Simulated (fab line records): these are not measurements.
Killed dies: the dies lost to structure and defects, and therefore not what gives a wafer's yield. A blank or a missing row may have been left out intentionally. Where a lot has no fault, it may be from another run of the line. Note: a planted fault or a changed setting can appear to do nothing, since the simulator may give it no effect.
Code-filled problem report in 8D (eight disciplines) form + flow n5-finfet + the parts of the form that need people (team, actions taken, sign-off) are left out

== 1. PROBLEM STATEMENT ==
killed_at_M0_to_M3 at N5_PASSIVATION_PROBE_49 reads a mean of 124 on 6 wafers of 2 lots; wafers without a fault read 36 with a standard deviation of 10. Relative to the usual mean, that is a shift of +8.8 standard deviations.
First observed at day 16 14:52: wafer L297.2, on prober-02. Wafers with a number at this step in the record: 6, from 2 lots. By rule, "out" or "out of limits" means more than 4 standard deviations away from the usual mean. The other wafers with a number count as sound.

== 2. WHAT IT IS; WHAT IT IS NOT ==
| question                    | is                                                   | is not                                                                                                |
|-----------------------------|------------------------------------------------------|-------------------------------------------------------------------------------------------------------|
| which readings at this step | killed_at_M0_to_M3, killed-dies, sort_bin_5_function | killed-at-contacts, killed-at-front-end, killed-at-other, killed-open, killed-short, sort_bin_8_speed |
| which lots                  | L296, L297                                           | -                                                                                                     |
| which wafers of those lots  | all that have a number                               | -                                                                                                     |
| read on which tools         | prober-01, prober-02                                 | -                                                                                                     |
| when                        | from day 16 14:52                                    | up to then (0 sound wafers)                                                                           |

== 3. THE SUSPECTS, EACH WITH WHAT RULES IT OUT ==
Counting: a tool stays on the suspect list if, at a process step up to the reading, it processed all lots that are out and no sound lot following the first of them.
- pvd-sputter-03 at N5_BEOL_M3_ANNEAL_80 (time 240 s): kept. It ran every lot that is out, first L296 (day 11 13:09), and no sound lot after that.
- pvd-sputter-03 at N5_BEOL_M3_ANNEAL_82 (time 240 s): kept. It ran every lot that is out, first L296 (day 11 13:22), and no sound lot after that.
- pvd-sputter-03 at N5_BEOL_M3_SPUTTER_90 (material Cu, target thk 4.5 nm, time 8.29 s): kept. It ran every lot that is out, first L296 (day 11 13:57), and no sound lot after that.
- pvd-sputter-03 at N5_BEOL_M3_ANNEAL_91 (time 240 s): kept. It ran every lot that is out, first L296 (day 11 14:02), and no sound lot after that.
- pvd-sputter-03 at N5_BEOL_M3_SPUTTER_96 (material Cu, target thk 4.5 nm, time 8.29 s): kept. It ran every lot that is out, first L296 (day 11 14:37), and no sound lot after that.
Left after counting: pvd-sputter-03 at N5_BEOL_M3_ANNEAL_80, pvd-sputter-03 at N5_BEOL_M3_ANNEAL_82, pvd-sputter-03 at N5_BEOL_M3_SPUTTER_90, pvd-sputter-03 at N5_BEOL_M3_ANNEAL_91, pvd-sputter-03 at N5_BEOL_M3_SPUTTER_96.

== 4. THE CAUSE (what the simulator had put in) ==
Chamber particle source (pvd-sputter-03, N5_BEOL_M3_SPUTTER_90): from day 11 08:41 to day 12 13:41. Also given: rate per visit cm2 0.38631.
Of the 5 suspects that counting leaves, this tool is one.

== 5. THE CHAIN OF EFFECTS, in route order ==
Rows list readings where the struck wafers' mean (over those with a number) sits beyond 3 standard deviations from the usual. Only readings for which the record gives a usual standard deviation are gone through. hours: the time from each lot's start at the first step in this table that gives one to its start at this step, as a median over the lots. sigmas: the change in usual standard deviations.
| hours | step                    | reading              | usual  | on struck wafers | change | sigmas |
|-------|-------------------------|----------------------|--------|------------------|--------|--------|
| 0     | N5_PASSIVATION_PROBE_49 | defect-limited-yield | 91.3 % | 84.0             | -7.3   | -5.2   |
| 0     | N5_PASSIVATION_PROBE_49 | killed_at_M0_to_M3   | 36     | 124              | +88    | +8.8   |
| 0     | N5_PASSIVATION_PROBE_49 | killed-dies          | 103    | 189              | +86    | +5.4   |
| 0     | N5_PASSIVATION_PROBE_49 | sort_bin_5_function  | 5.1 %  | 10.4             | +5.3   | +5.7   |
| 0     | N5_PASSIVATION_PROBE_49 | sort-n-pass          | 1077   | 991              | -86    | -5.0   |
| 0     | N5_PASSIVATION_PROBE_49 | sort-yield-pct       | 91.2 % | 84.0             | -7.2   | -5.1   |
Its process steps:
- N5_PASSIVATION_PROBE_49

== 6. WHAT WOULD HAVE CAUGHT IT SOONER ==
The fault began at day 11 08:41; the first out-of-limits reading in this record came at day 16 14:52, 126 hours later.
No tool reading at N5_BEOL_M3_SPUTTER_90 that has a usual standard deviation in the record was out on any struck wafer, so an alarm limit of 4 standard deviations on those readings would not have fired.
Lots out: 2; all had begun N5_BEOL_M3_SPUTTER_90 on pvd-sputter-03 by day 16 14:52. Had the tool been put on hold then, not one of them would have been saved.
